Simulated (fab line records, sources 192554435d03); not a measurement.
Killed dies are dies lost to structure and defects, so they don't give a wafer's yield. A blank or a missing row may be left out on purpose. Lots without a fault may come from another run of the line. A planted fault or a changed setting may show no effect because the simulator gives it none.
Chamber matching | flow n5_finfet | N5_ZERO_LAYER_PECVD_02 on pecvd-03: 3 sister chambers
The step deposits SiO2 from SiH4/N2O, target thk 10 nm, time 6 s. 22 wafers are shown with their chamber, then 11 later ones without.

WAFERS WITH THEIR CHAMBER
wafer  | chamber | showerhead_plenum_p_Torr (Torr) | heater_power_w (W)
L076.2 | 0       | 8.39                            | 865
L076.3 | 0       | 8.38                            | 887
L076.4 | 1       | 8.26                            | 702
L077.1 | 0       | 8.40                            | 995
L077.2 | 1       | 8.25                            | 779
L077.4 | 0       | 8.37                            | 977
L078.1 | 0       | 8.41                            | 832
L078.4 | 0       | 8.38                            | 809
L078.6 | 0       | 8.38                            | 832
L079.1 | 0       | 8.38                            | 937
L079.3 | 1       | 8.22                            | 732
L079.6 | 0       | 8.41                            | 969
L080.3 | 1       | 8.25                            | 766
L080.4 | 0       | 8.41                            | 827
L080.5 | 0       | 8.39                            | 840
L084.2 | 0       | 8.39                            | 918
L084.3 | 2       | 8.46                            | 738
L084.6 | 0       | 8.41                            | 899
L085.2 | 1       | 8.24                            | 766
L085.5 | 1       | 8.26                            | 765
L085.6 | 0       | 8.38                            | 881
L087.1 | 2       | 8.40                            | 781

SIGNATURES (means of the wafers above)
reading                  | chamber 0 | chamber 1 | chamber 2 | scatter within a chamber
showerhead_plenum_p_Torr | 8.3914    | 8.2467    | 8.4300    | 0.017
heater_power_w           | 890.57    | 751.67    | 759.50    | 53.1
Rule: a wafer's distance from a chamber is the root of the sum, over the readings, of the square of ((its reading less the chamber's mean) divided by the reading's scatter). The wafer belongs to the nearest chamber; if the next one is less than 2 further off, it can't be placed. The scatter: the root of (the sum of the squares of (reading less its chamber's mean) over the shown wafers, divided by (wafers less chambers)).

WAFERS WITHOUT THEIR CHAMBER
wafer  | showerhead_plenum_p_Torr (Torr) | heater_power_w (W)
L087.5 | 8.23                            | 774
L087.6 | 8.44                            | 783
L090.2 | 8.39                            | 850
L090.3 | 8.42                            | 773
L090.5 | 8.39                            | 858
L092.1 | 8.39                            | 919
L092.2 | 8.43                            | 738
L092.3 | 8.25                            | 713
L096.2 | 8.41                            | 947
L096.4 | 8.40                            | 929
L096.6 | 8.48                            | 723

WHICH CHAMBER EACH WENT THROUGH
wafer  | from the rows above | in truth
L087.5 | 1                   | 1
L087.6 | 2                   | 2
L090.2 | 0                   | 0
L090.3 | 2                   | 2
L090.5 | 0                   | 0
L092.1 | 0                   | 0
L092.2 | 2                   | 2
L092.3 | 1                   | 1
L096.2 | 0                   | 0
L096.4 | 0                   | 0
L096.6 | 2                   | 2
Placed correctly: 11 of 11. Can't be placed from these rows: 0. Placed wrongly: 0.
